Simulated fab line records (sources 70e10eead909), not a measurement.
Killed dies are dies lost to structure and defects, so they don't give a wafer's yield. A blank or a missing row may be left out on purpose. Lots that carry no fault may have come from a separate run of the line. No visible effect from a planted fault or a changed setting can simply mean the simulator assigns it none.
Comparing a struck lot with a sound one | flow nandHarc | 14 out of 1159 route steps
Sound: the wafers L323.1, L323.2, L323.6. Struck: wafer L329.1 (L329.3, L329.4, from the same lot, were not struck and are left out); the cause is given at the end.
Order at every step that has rows: each side's tool, ch and its chambers, its first start. Under that, the readings that differ: sound wafers | struck wafers | difference of the means | sigmas: that difference in standard deviations of wafers without a fault.
alike: a reading whose means differ by less than 2 such deviations, as well as words and numbers matching on both sides. not compared: withheld readings; readings where some wafer has no value; bounds like >300 that might hide an equal value; numbers whose values overlap and for which the record gives no deviation.
Wherever a step has rows on one side only, a row that says differs or no value, or a row with sigmas, the two part there. Numbers that don't overlap but have no deviation are shown without sigmas and don't part them. A reading that every wafer of one side lacks parts them only if that side has two wafers or more.

NHARC_A_CONTACT_ETCH_113: etches the open film in C4F8/O2/Ar, time 94 s, target depth 922 nm.
  sound on harCapEtch-02 ch 0,1, day 16 17:28; struck on harCapEtch-02 ch 1, day 18 20:13
  not compared: rfHoursCounterH, runLengthS
NHARC_A_CONTACT_ETCH_114: etches the open film in C4F8/O2/Ar, time 94 s, target depth 922 nm.
  sound on harCapEtch-02 ch 0,1, day 16 17:33; struck on harCapEtch-02 ch 1, day 18 20:18
  not compared: rfHoursCounterH, runLengthS
NHARC_A_CONTACT_ETCH_115: etches the open film in C4F8/O2/Ar, time 94 s, target depth 922 nm.
  sound on harCapEtch-02 ch 0,1, day 16 17:39; struck on harCapEtch-02 ch 1, day 18 20:23
  not compared: rfHoursCounterH, runLengthS
then, 6 steps without rows for these wafers: NHARC_A_CONTACT_ETCH_116 (etches the open film in C4F8/O2/Ar, time 94 s, target depth 922 nm); NHARC_A_CONTACT_ETCH_117 (etches the open film in C4F8/O2/Ar, time 94 s, target depth 922 nm); NHARC_A_CONTACT_ETCH_118 (etches the open film in C4F8/O2/Ar, time 94 s, target depth 922 nm); NHARC_A_CONTACT_ETCH_119 (etches the open film in C4F8/O2/Ar, time 94 s, target depth 922 nm); NHARC_A_CONTACT_ETCH_120 (etches the open film in C4F8/O2/Ar, time 94 s, target depth 922 nm); NHARC_A_CONTACT_ETCH_121 (etches the open film in C4F8/O2/Ar, time 94 s, target depth 922 nm).
NHARC_A_CONTACT_ETCH_122: etches the open film in C4F8/O2/Ar, time 95 s, target depth 930 nm.
  sound on harCapEtch-02 ch 0,1, day 16 18:17; struck on harCapEtch-02 ch 1, day 18 21:01
  not compared: rfHoursCounterH, runLengthS
then, 1 step without rows for these wafers: NHARC_A_CONTACT_ETCH_123 (etches the open film in C4F8/O2/Ar, time 253 s, target depth 1090 nm).
NHARC_A_CONTACT_ETCH_90: etches the open film in CH3F/O2, target depth 40 nm, time 85.7 s.
  sound on rieDiel-10 ch 1,3, day 16 18:58; struck on rieDiel-10 ch 0, day 18 21:43
  alike: drypumpMotorCurrentA, oesProductAu, rfVppV, runLengthS, showerheadPlenumPTorr, throttleValvePct
  not compared: rfHoursCounterH
NHARC_A_CONTACT_ETCH_96: etches the open film in C4F6/O2, target depth 20 nm, time 10 s.
  sound on rieDiel-10 ch 1,2, day 16 19:07; struck on rieDiel-10 ch 0, day 18 21:51
reading        | sound          | struck | difference | sigmas
runLengthS (s) | 30.8 30.8 31.3 | 28.3   | -2.7       | -8
  alike: drypumpMotorCurrentA, oesProductAu, rfVppV, showerheadPlenumPTorr, throttleValvePct
  not compared: rfHoursCounterH
NHARC_A_CONTACT_CD_MEAS_53:
  sound: cdSem-03 at day 16 19:11; struck: cdSem-02 at day 18 21:55
  alike: cdNm

WHERE THEY PART
NHARC_A_CONTACT_ETCH_96 only, going by this record. Later steps at which nothing parts them and some readings are alike: NHARC_A_CONTACT_CD_MEAS_53.

WHY: what the simulator had put in
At NHARC_A_CONTACT_ETCH_96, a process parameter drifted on rieDiel-10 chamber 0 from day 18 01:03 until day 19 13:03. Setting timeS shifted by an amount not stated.
